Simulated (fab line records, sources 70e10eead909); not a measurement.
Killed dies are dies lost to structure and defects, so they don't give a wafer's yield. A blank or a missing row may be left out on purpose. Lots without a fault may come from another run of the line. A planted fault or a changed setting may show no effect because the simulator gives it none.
Which tool did it? | flow nand_harc | 13 lots, 39 wafers sampled, at 5 steps of a route of 1302

WHAT THE GAUGES READ, wafer by wafer
NHARC_THIN_TSV_CD_MEAS_33: target cd 5000 nm. Usual: cd_nm 4999.7 nm, standard deviation 1.8.
lot  | measured     | on        | cd_nm (nm)           | flag
L365 | day 23 05:39 | cd_sem-03 | 4997.8 5000.5 4998.3 |
L368 | day 24 14:34 | cd_sem-01 | 4995.5 4999.3 4997.9 |
L370 | day 25 11:08 | cd_sem-03 | 4998.1 4999.5 5000.5 |
L371 | day 26 06:58 | cd_sem-03 | 5002.2 4999.7 4999.1 |
L373 | day 27 03:20 | cd_sem-02 | 5000.3 5000.1 4998.5 |
L372 | day 27 04:37 | cd_sem-02 | 4998.0 4999.3 5001.7 |
L374 | day 27 18:03 | cd_sem-02 | 5001.4 4996.8 5001.3 |
L377 | day 28 06:17 | cd_sem-02 | 4999.7 4999.7 4995.8 |
L379 | day 29 11:08 | cd_sem-01 | 4999.3 5000.2 4997.4 |
L378 | day 29 18:22 | cd_sem-03 | 5001.4 4999.7 4997.0 |
L382 | day 30 03:04 | cd_sem-02 | 5000.0 4996.4 4998.2 |
L384 | day 31 13:46 | cd_sem-01 | 4997.6 5000.4        |
L388 | day 33 15:23 | cd_sem-02 | 4999.7 5000.3 4998.0 |

NHARC_END_SORT_01. Usual: killed_at_array 53, standard deviation 19; killed_at_other 0.7, standard deviation 1.1; killed_at_periphery 4.2, standard deviation 2.7; killed_dies 58, standard deviation 18; killed_open 3.1, standard deviation 1.9; killed_short 2.5, standard deviation 1.6.
lot  | measured     | on        | killed_at_array | killed_at_other | killed_at_periphery | killed_dies | killed_open | killed_short | flag
L365 | day 23 15:38 | prober-02 | 41 36 59        | 0 0 0           | 4 1 1               | 45 37 60    | 7 1 3       | 3 1 5        |
L370 | day 25 21:07 | prober-02 | 44 29 45        | 1 1 2           | 2 7 3               | 47 37 50    | 1 3 5       | 2 2 5        |
L372 | day 27 12:20 | prober-01 | 70 71 77        | 0 0 0           | 3 6 1               | 73 77 78    | 3 1 1       | 3 5 4        |
L374 | day 28 03:56 | prober-01 | 52 56 61        | 0 0 0           | 4 3 4               | 56 59 65    | 3 2 1       | 4 1 2        |
L377 | day 28 15:17 | prober-01 | 90 84 89        | 2 1 2           | 8 9 4               | 100 94 95   | 4 2 1       | 3 0 3        |
L384 | day 31 22:53 | prober-01 | 60 41 677       | 0 0 0           | 4 1 0               | 64 42 677   | 4 1 1       | 3 2 3        | OFF

WHICH TOOL RAN EACH LOT (tool, then ch and the chambers of the sampled wafers, then the start)
lot  | NHARC_A_BLC_PVD_32           | NHARC_THIN_TSV_DEP_47           | NHARC_THIN_TSV_ETCH_59
L365 | pvd_sputter-03, day 21 21:52 | pecvd-01 ch 0,1,2, day 23 01:41 | rie_metal-02 ch 0,1, day 23 05:56
L368 | pvd_sputter-01, day 23 03:46 | pecvd-02 ch 1,2, day 24 10:28   | rie_metal-02 ch 0,1, day 24 14:52
L370 | pvd_sputter-02, day 24 02:49 | pecvd-02 ch 0,1, day 25 07:13   | rie_metal-01 ch 0,1, day 25 11:28
L371 | pvd_sputter-02, day 24 22:41 | pecvd-02 ch 0,1, day 26 03:07   | rie_metal-02 ch 0,1, day 26 07:17
L373 | pvd_sputter-01, day 25 16:43 | pecvd-02 ch 1,2, day 26 23:19   | rie_metal-03 ch 0,1, day 27 03:38
L372 | pvd_sputter-02, day 25 16:58 | pecvd-02 ch 1,2, day 27 00:39   | rie_metal-02 ch 0,1, day 27 04:54
L374 | pvd_sputter-01, day 26 04:59 | pecvd-02 ch 0,1,2, day 27 14:07 | rie_metal-01 ch 0,1, day 27 18:20
L377 | pvd_sputter-01, day 26 21:13 | pecvd-04 ch 0,1, day 28 02:14   | rie_metal-03 ch 0, day 28 06:36
L379 | pvd_sputter-02, day 28 04:25 | pecvd-02 ch 0,1, day 29 07:17   | rie_metal-02 ch 1, day 29 11:25
L378 | pvd_sputter-02, day 28 10:08 | pecvd-04 ch 0,1,2, day 29 14:21 | rie_metal-01 ch 0,1, day 29 18:43
L382 | pvd_sputter-03, day 28 18:14 | pecvd-01 ch 0,2, day 29 23:07   | rie_metal-01 ch 0, day 30 03:25
L384 | pvd_sputter-02, day 30 05:47 | pecvd-04 ch 1,2, day 31 09:41   | rie_metal-02 ch 0,1, day 31 14:03
L388 | pvd_sputter-01, day 32 07:04 | pecvd-04 ch 0,1, day 33 11:21   | rie_metal-01 ch 0,1, day 33 15:46
- NHARC_A_BLC_PVD_32: deposits Ti, target thk 5 nm, time 17.7 s.
- NHARC_THIN_TSV_DEP_47: deposits SiO2, target thk 200 nm.
- NHARC_THIN_TSV_ETCH_59: etches the open film in Cl2/BCl3, target depth 880 nm, time 138.1 s.

WHAT THE TOOLS THEMSELVES READ (means of the sampled wafers that have a number; where no wafer has one, the mark that the record gives instead)
NHARC_A_BLC_PVD_32. Usual: throttle_valve_pct 29.9 %, standard deviation 0.72.
lot  | tool           | throttle_valve_pct (%) | flag
L365 | pvd_sputter-03 | 29.3                   |
L368 | pvd_sputter-01 | 30.1                   |
L370 | pvd_sputter-02 | 29.7                   |
L371 | pvd_sputter-02 | 30.6                   |
L373 | pvd_sputter-01 | 30.3                   |
L372 | pvd_sputter-02 | 29.9                   |
L374 | pvd_sputter-01 | 29.9                   |
L377 | pvd_sputter-01 | 30.0                   |
L379 | pvd_sputter-02 | 29.7                   |
L378 | pvd_sputter-02 | 29.9                   |
L382 | pvd_sputter-03 | 29.7                   |
L384 | pvd_sputter-02 | 29.6                   |
L388 | pvd_sputter-01 | 30.3                   |

NHARC_THIN_TSV_DEP_47. Usual: flow_sccm 2650 sccm, standard deviation 8.7; throttle_valve_pct 15.9 %, standard deviation 0.49.
lot  | tool     | flow_sccm (sccm) | throttle_valve_pct (%) | flag
L365 | pecvd-01 | 2651             | 15.6                   |
L368 | pecvd-02 | 2651             | 15.8                   |
L370 | pecvd-02 | 2654             | 15.9                   |
L371 | pecvd-02 | 2651             | 15.7                   |
L373 | pecvd-02 | 2658             | 15.7                   |
L372 | pecvd-02 | 2651             | 15.7                   |
L374 | pecvd-02 | 2649             | 15.8                   |
L377 | pecvd-04 | 2647             | 15.3                   |
L379 | pecvd-02 | 2653             | 16.0                   |
L378 | pecvd-04 | 2647             | 16.0                   |
L382 | pecvd-01 | 2646             | 15.7                   |
L384 | pecvd-04 | 2652             | 16.2                   |
L388 | pecvd-04 | 2649             | 15.8                   |

NHARC_THIN_TSV_ETCH_59. Usual: drypump_motor_current_A 5.4 A, standard deviation 0.51; oes_product_au 1.000 a.u., standard deviation 0.0076; throttle_valve_pct 22.264 %, standard deviation 0.0089.
lot  | tool         | drypump_motor_current_A (A) | oes_product_au (a.u.) | throttle_valve_pct (%) | flag
L365 | rie_metal-02 | 6.0                         | 1.002                 | 22.265                 |
L368 | rie_metal-02 | 5.7                         | 0.999                 | 22.260                 |
L370 | rie_metal-01 | 5.0                         | 1.005                 | 22.261                 |
L371 | rie_metal-02 | 5.9                         | 0.993                 | 22.265                 |
L373 | rie_metal-03 | 5.7                         | 1.003                 | 22.274                 |
L372 | rie_metal-02 | 5.7                         | 0.990                 | 22.263                 |
L374 | rie_metal-01 | 4.8                         | 1.003                 | 22.261                 |
L377 | rie_metal-03 | 5.3                         | 0.999                 | 22.263                 |
L379 | rie_metal-02 | 5.4                         | 1.000                 | 22.263                 |
L378 | rie_metal-01 | 4.8                         | 0.991                 | 22.268                 |
L382 | rie_metal-01 | 5.1                         | 1.004                 | 22.259                 |
L384 | rie_metal-02 | 5.8                         | 0.990                 | 22.261                 |
L388 | rie_metal-01 | 4.8                         | 1.001                 | 22.261                 |

THE ANSWER, worked out from the rows above alone
Rule: a lot is off if the mean of its wafers that have a number lies more than 3 standard deviations from the usual mean. A lot without any number at a reading at which 4 lots or more have one is off too. The other lots that the step has rows for count as sound. The gauges are gone through in route order, then the tools' own readings, and for those a lot's mean is taken as printed above. The first step at which some lot is off is used, and at that step the reading that is off furthest; a lot without a number counts as furthest.
Off: L384, at NHARC_END_SORT_01 (killed_dies). Neither off nor sound, because the step has no rows for them: L368, L371, L373, L379, L378, L382, L388.
A tool fits if, at a process step before that reading, it ran every lot that is off, and no sound lot after the first of them. The gauges at NHARC_END_SORT_01 are tried like those tools. Can't be told from this: 4 tools fit, pvd_sputter-02 at NHARC_A_BLC_PVD_32, pecvd-04 at NHARC_THIN_TSV_DEP_47, rie_metal-02 at NHARC_THIN_TSV_ETCH_59, prober-01 at NHARC_END_SORT_01.

WHAT THE SIMULATOR HAD PUT IN
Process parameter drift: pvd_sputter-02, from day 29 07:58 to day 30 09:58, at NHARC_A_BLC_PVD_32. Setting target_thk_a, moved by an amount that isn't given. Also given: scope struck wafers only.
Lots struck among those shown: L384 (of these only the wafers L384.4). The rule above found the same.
